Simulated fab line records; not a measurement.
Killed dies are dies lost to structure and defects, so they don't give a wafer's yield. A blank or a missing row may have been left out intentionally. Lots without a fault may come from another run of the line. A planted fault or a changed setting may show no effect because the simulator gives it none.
Chamber matching -- flow n5_finfet -- rie_diel-05 running N5_SDB_ETCH_17: 4 sister chambers
The step etches SiARC in CF4, target depth 23.4 nm, time 39 s. 8 wafers are shown with their chamber, then 10 later ones without.

== WAFERS PAIRED WITH THEIR CHAMBERS ==
wafer,chamber,throttle_valve_pct (%),drypump_motor_current_A (A)
L076.5,1,15.54,5.79
L078.1,1,15.54,5.81
L083.5,3,15.92,5.94
L084.1,2,15.62,6.15
L084.4,3,15.93,5.91
L084.6,0,15.28,5.59
L085.2,0,15.27,5.58
L085.3,2,15.65,6.14

== WAFERS WITH NO CHAMBER GIVEN ==
wafer,throttle_valve_pct (%),drypump_motor_current_A (A)
L085.6,15.29,5.57
L086.2,15.30,5.56
L086.3,15.65,6.12
L086.4,15.65,6.12
L087.1,15.08,5.83
L087.2,15.28,5.55
L087.6,15.06,5.82
L088.2,15.09,5.80
L088.5,15.07,5.82
L088.6,15.65,6.14

== CHAMBER TAKEN BY EACH ==
wafer,from the rows above,in truth
L085.6,0,0
L086.2,0,0
L086.3,2,2
L086.4,2,2
L087.1,0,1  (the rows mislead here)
L087.2,0,0
L087.6,0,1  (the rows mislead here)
L088.2,0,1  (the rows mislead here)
L088.5,0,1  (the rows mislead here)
L088.6,2,2
Correctly placed: 6 of 10. Number that these rows cannot place: 0. Wrongly placed: 4.
How it was worked out, from the rows above alone: a wafer's distance from a chamber is the root of the sum, over the readings, of the square of ((its reading less the chamber's mean) divided by the reading's scatter). If the next closest chamber is less than 2 further off than the closest, the wafer can't be placed; otherwise it belongs to the closest. Each chamber's mean is taken over the wafers shown for it. How the scatter is found: for the shown wafers, subtract from each reading the mean of its chamber, square and add these, divide the total by (wafers less chambers), then take the root.
